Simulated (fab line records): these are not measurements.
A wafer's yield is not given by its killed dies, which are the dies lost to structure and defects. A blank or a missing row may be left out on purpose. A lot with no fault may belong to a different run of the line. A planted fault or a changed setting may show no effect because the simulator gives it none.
Matching of chambers ; flow n5Finfet ; N5_BEOL_M14_STRIP_37 on rieDiel-03: 4 sister chambers
The step strips in O2. 18 wafers are shown with their chamber, then 9 later ones without.

== WAFERS WITH THEIR CHAMBER ==
wafer;chamber;showerheadPlenumPTorr (Torr);drypumpMotorCurrentA (A);throttleValvePct (%)
L076.3;2;2.00;5.7;16.75
L076.4;0;2.13;5.5;16.55
L076.6;2;2.00;5.7;16.76
L077.1;0;2.13;5.5;16.55
L077.3;1;2.10;6.6;17.09
L077.4;2;2.00;5.8;16.77
L082.2;0;2.13;5.5;16.57
L082.4;3;2.21;5.3;16.80
L082.6;1;2.09;6.6;17.09
L083.3;0;2.12;5.5;16.56
L083.5;3;2.20;5.3;16.82
L083.6;2;1.99;5.7;16.76
L084.3;1;2.09;6.5;17.09
L084.4;0;2.12;5.6;16.58
L084.5;0;2.12;5.6;16.62
L085.3;1;2.09;6.6;17.11
L085.5;0;2.12;5.5;16.59
L085.6;1;2.09;6.6;17.14

SIGNATURES (means of the wafers above)
reading;chamber 0;chamber 1;chamber 2;chamber 3;scatter within a chamber
showerheadPlenumPTorr;2.1243;2.0920;1.9975;2.2050;0.00519
drypumpMotorCurrentA;5.529;6.580;5.725;5.300;0.0461
throttleValvePct;16.5743;17.1040;16.7600;16.8100;0.0209
Rule: a wafer's distance from a chamber is the root of the sum, over the readings, of the square of ((its reading less the chamber's mean) divided by the reading's scatter). If the next closest chamber is less than 2 further off than the closest, the wafer can't be placed; otherwise it belongs to the closest. How the scatter is found: for the shown wafers, subtract from each reading the mean of its chamber, square and add these, divide the total by (wafers less chambers), then take the root.

== WAFERS MISSING THEIR CHAMBER ==
wafer;showerheadPlenumPTorr (Torr);drypumpMotorCurrentA (A);throttleValvePct (%)
L092.1;1.99;5.7;16.80
L092.2;2.20;5.3;16.87
L092.3;2.08;6.6;17.15
L095.1;2.20;5.2;16.82
L095.2;2.12;5.6;16.63
L095.3;2.08;6.6;17.13
L096.2;2.08;6.5;17.12
L096.3;2.12;5.6;16.63
L096.4;2.20;5.3;16.82

== EACH ONE'S CHAMBER ==
wafer;from the rows above;in truth
L092.1;2;2
L092.2;3;3
L092.3;1;1
L095.1;3;3
L095.2;0;0
L095.3;1;1
L096.2;1;1
L096.3;0;0
L096.4;3;3
Placed correctly: 9 of 9. Can't be placed from these rows: 0. Placed wrongly: 0.
